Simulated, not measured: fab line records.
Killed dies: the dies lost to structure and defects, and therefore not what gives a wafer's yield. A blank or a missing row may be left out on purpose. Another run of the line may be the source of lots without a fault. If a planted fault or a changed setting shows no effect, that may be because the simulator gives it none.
Comparing a struck lot with a sound one + flow nand-harc + 14 out of 1159 route steps
Sound: these wafers, L575.2, L575.3, L575.6. Wafers L571.1, L571.3, L571.5 were the ones struck. Last of all comes the cause.
At each step with rows: each side's tool, then ch and its chambers, then its first start. Under that, the readings that differ: sound wafers + struck wafers + difference of the means + sigmas: that difference in standard deviations of wafers without a fault.
alike: readings whose means differ by less than 2 such deviations, and words and numbers that are the same on both sides. not compared: withheld readings, readings that some wafer has no value for, bounds like >300 that may hide the same value, and numbers for which the record gives no deviation and whose values overlap.
The two part at a step that has a row with sigmas, a row that says differs or no value, or rows on one side only. Numbers that have no deviation but don't overlap get no sigmas and don't part them. Lack of a reading on every wafer of one side parts them only where that side has two or more wafers.

NHARC_A_CONTACT_ETCH_102: etches the open film in CF4/O2, target depth 70 nm, overetch 7 nm, time 38.5 s.
  sound on rie-diel-09 ch 0,1,2, day 20 04:07; struck on rie-diel-06 ch 1,3, day 18 21:01
  alike: drypump-motor-current-A, oes-product-au, rf-vpp-V, showerhead-plenum-p-Torr, throttle-valve-pct
  not compared: rf-hours-counter-h
NHARC_A_CONTACT_STRIP_55: strips in O2.
  sound on rie-diel-09 ch 0,1; struck on rie-diel-06 ch 0,2
  alike: drypump-motor-current-A, oes-product-au, rf-vpp-V, showerhead-plenum-p-Torr, throttle-valve-pct
  not compared: rf-hours-counter-h
then, 1 step without rows for these wafers: NHARC_A_CONTACT_STRIP_56 (strips in post etch residue remover, time 600 s).
NHARC_A_CONTACT_DEP_57: deposits aC, target thk 2800 nm.
  sound on acl-dep-03 ch 0, day 20 06:55; struck on acl-dep-03 ch 0, day 18 21:40
  alike: throttle-valve-pct
NHARC_A_CONTACT_DEP_58: deposits SiON, target thk 60 nm.
  sound on pecvd-03 ch 0,1,2, day 20 08:31; struck on pecvd-02 ch 0,2, day 18 23:26
  alike: chamber-pressure-Torr, heater-power-w
then, 7 steps without rows for these wafers: NHARC_A_CONTACT_DEHYDRATE_59 (time 120 s); NHARC_A_CONTACT_HMDS_60 (time 30 s); NHARC_A_CONTACT_COAT_61 (time 75 s); NHARC_A_CONTACT_COAT_62 (time 65 s); NHARC_A_CONTACT_COAT_63 (resist thk 90 nm); NHARC_A_CONTACT_SOFTBAKE_64 (time 55 s); NHARC_A_CONTACT_EBR_65.
NHARC_A_CONTACT_EXPOSE_66: exposes mask A CC 2.
  sound on arfi-scanner-03 ch 0, day 20 08:58; struck on arfi-scanner-01, day 18 23:59
  no value came back on the struck wafers for exposure-dose-mJ-cm2, focus-offset-nm (nm), na; on the sound wafers exposure-dose-mJ-cm2 reads 59.11 59.05 58.99
  alike: mask
then, 1 step without rows for these wafers: NHARC_A_CONTACT_PEB_67 (peb time 65 s).

== WHERE THEY PART ==
At NHARC_A_CONTACT_EXPOSE_66 and nowhere else, as far as this record goes.

WHY: what had been put in by the simulator
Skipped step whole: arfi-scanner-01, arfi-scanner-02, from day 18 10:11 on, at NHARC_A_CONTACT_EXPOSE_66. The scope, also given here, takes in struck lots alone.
